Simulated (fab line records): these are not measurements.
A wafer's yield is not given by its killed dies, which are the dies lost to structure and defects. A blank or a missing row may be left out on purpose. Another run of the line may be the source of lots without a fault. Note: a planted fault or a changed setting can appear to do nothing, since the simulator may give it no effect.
A lot that was struck, set against a sound lot + flow nandHarc + 17 steps out of a route of 1302
Sound: the wafers L682.1, L682.3, L682.6. Wafers struck: L695.1, L695.5, L695.6. Last of all comes the cause.
For every step that has rows: the tool of each side, followed by ch and its chambers, followed by its first start. Under that, the readings that differ: sound wafers + struck wafers + difference of the means + sigmas: that difference in standard deviations of wafers without a fault.
alike: readings whose means differ by less than 2 such deviations, and words and numbers that are the same on both sides. not compared: withheld readings, readings that some wafer has no value for, bounds like >300 that may hide the same value, and numbers for which the record gives no deviation and whose values overlap.
A row with sigmas, a row that says differs or no value, or rows on one side alone: a step with any of these is where the two part. When numbers do not overlap yet have no deviation, they are printed without sigmas and do not part them. Lack of a reading on every wafer of one side parts them only where that side has two or more wafers.

NHARC_P_GATE_ALD_36: deposits SiNx, target thk 20 nm, pulse time 60 s, ald cycles 223.
  sound on aldSin-02 ch 1,2,3, day 5 15:08; struck on aldSin-01 ch 0,3, day 11 00:19
  alike: heaterPowerW, precursorPulseHeightRel
NHARC_P_GATE_ETCHBACK_37: etches the open film in CHF3/O2, target depth 34.5 nm, time 17.2 s.
  sound on rieDiel-09 ch 0,2; struck on rieDiel-01 ch 0,3
  alike: drypumpMotorCurrentA, o2FlowSccm, oesProductAu, rfVppV, showerheadPlenumPTorr, throttleValvePct
  not compared: rfHoursCounterH
NHARC_P_GATE_STRIP_101: strips in O2, time 20 s.
  sound on rieDiel-09 ch 0,2, day 6 00:44; struck on rieDiel-01 ch 0,3, day 11 08:58
  alike: drypumpMotorCurrentA, o2FlowSccm, oesProductAu, rfVppV, showerheadPlenumPTorr, throttleValvePct
  not compared: rfHoursCounterH
then, 9 steps without rows for these wafers: NHARC_P_GATE_PRECLEAN_97 (cleans in SPM, time 600 s); NHARC_P_GATE_SRD_98; NHARC_P_GATE_PRECLEAN_99 (cleans in SC1); NHARC_P_GATE_SRD_100; NHARC_P_GATE_DEHYDRATE_38 (time 120 s); NHARC_P_GATE_HMDS_39 (time 30 s); NHARC_P_GATE_COAT_40; NHARC_P_GATE_SOFTBAKE_41 (time 95 s); NHARC_P_GATE_EBR_42.
NHARC_P_GATE_EXPOSE_43: exposes mask P NSD, target cd 720 nm.
  sound on krfScanner-02 ch 0, day 6 01:30; struck on krfScanner-01 ch 0, day 11 09:45
| reading | sound                   | struck                  | difference | sigmas |
|---------|-------------------------|-------------------------|------------|--------|
| mask    | P_NSD#0 P_NSD#0 P_NSD#0 | P_PSD#0 P_PSD#0 P_PSD#0 | differs    |        |
then, 2 steps without rows for these wafers: NHARC_P_GATE_PEB_44 (peb time 85 s); NHARC_P_GATE_DEVELOP_45 (time 70 s).
NHARC_P_GATE_CD_MEAS_46: the cd target is 720 nm.
  sound on cdSem-01 ch 0, day 6 01:40; struck on cdSem-02 ch 0, day 11 09:54
| reading   | sound             | struck | difference                    | sigmas |
|-----------|-------------------|--------|-------------------------------|--------|
| cdNm (nm) | 719.9 718.3 720.5 | - - -  | no value on the struck wafers |        |
then, 1 step without rows for these wafers: NHARC_P_GATE_HARDBAKE_47 (time 80 s).

WHERE THEY PART
Earliest at NHARC_P_GATE_EXPOSE_43; latest, in this record, at NHARC_P_GATE_CD_MEAS_46.

WHY: what the simulator had put in
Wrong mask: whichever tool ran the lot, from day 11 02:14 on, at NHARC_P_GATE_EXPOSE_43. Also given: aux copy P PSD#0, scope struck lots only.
